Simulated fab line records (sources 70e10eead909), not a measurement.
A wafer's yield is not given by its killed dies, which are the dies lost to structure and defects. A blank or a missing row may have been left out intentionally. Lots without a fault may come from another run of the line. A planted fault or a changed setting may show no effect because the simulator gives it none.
A lot that was struck, set against a sound lot ; flow nand-harc ; 15 steps out of a route of 1159
Sound: the wafers L214.2, L214.3, L214.5. Struck: wafer L225.3. (L225.1, L225.4 of the same lot were not struck and are left out.) The cause comes at the end.
Order at every step that has rows: each side's tool, ch and its chambers, its first start. Under that, the readings that differ: sound wafers ; struck wafers ; difference of the means ; sigmas: that difference in standard deviations of wafers without a fault.
alike: a reading whose means differ by less than 2 such deviations, as well as words and numbers matching on both sides. not compared: withheld readings; readings where some wafer has no value; bounds like >300 that might hide an equal value; numbers whose values overlap and for which the record gives no deviation.
A row with sigmas, a row that says differs or no value, or rows on one side alone: a step with any of these is where the two part. Numbers that have no deviation but don't overlap get no sigmas and don't part them. A reading that every wafer of one side lacks parts them only if that side has two wafers or more.

NHARC_P_START_INSPECT_01:
  sound: defect-inspect-02 at day 1 18:02; struck: defect-inspect-01 at day 4 12:02
reading;sound;struck;difference;sigmas
raw-defect-count;6 6 5;2;-4;-2
then, 10 steps without rows for these wafers: NHARC_P_ZERO_WELL_PRECLEAN_00 (cleans in SPM, time 600 s); NHARC_P_ZERO_WELL_SRD_01; NHARC_P_ZERO_WELL_PECVD_02 (deposits SiO2, target thk 10 nm); NHARC_P_ZERO_WELL_DEHYDRATE_03 (time 120 s); NHARC_P_ZERO_WELL_HMDS_04 (time 30 s); NHARC_P_ZERO_WELL_COAT_64 (time 65 s); NHARC_P_ZERO_WELL_COAT_05 (resist thk 600 nm); NHARC_P_ZERO_WELL_SOFTBAKE_06 (time 70 s); NHARC_P_ZERO_WELL_EBR_07; NHARC_P_ZERO_WELL_EXPOSE_08 (exposes mask P ZERO, target cd 500 nm).
NHARC_P_ZERO_WELL_PEB_09: peb time 80 s.
  sound on litho-track-03 ch 0, day 1 19:02; struck on litho-track-02 ch 0, day 4 13:02
then, 1 step without rows for these wafers: NHARC_P_ZERO_WELL_DEVELOP_10 (time 50 s).
NHARC_P_ZERO_WELL_CD_MEAS_11 targets a cd of 500 nm.
  sound on cd-sem-02 ch 0, day 1 19:08; struck on cd-sem-01 ch 0, day 4 13:07
reading;sound;struck;difference;sigmas
cd-nm (nm);502.2 498.1 497.5;506.7;+7.4;+4
then, 1 step without rows for these wafers: NHARC_P_ZERO_WELL_HARDBAKE_12 (time 65 s).

WHERE THEY PART
At NHARC_P_START_INSPECT_01 first; at NHARC_P_ZERO_WELL_CD_MEAS_11 last (within this record only).

WHY: what had been put in by the simulator
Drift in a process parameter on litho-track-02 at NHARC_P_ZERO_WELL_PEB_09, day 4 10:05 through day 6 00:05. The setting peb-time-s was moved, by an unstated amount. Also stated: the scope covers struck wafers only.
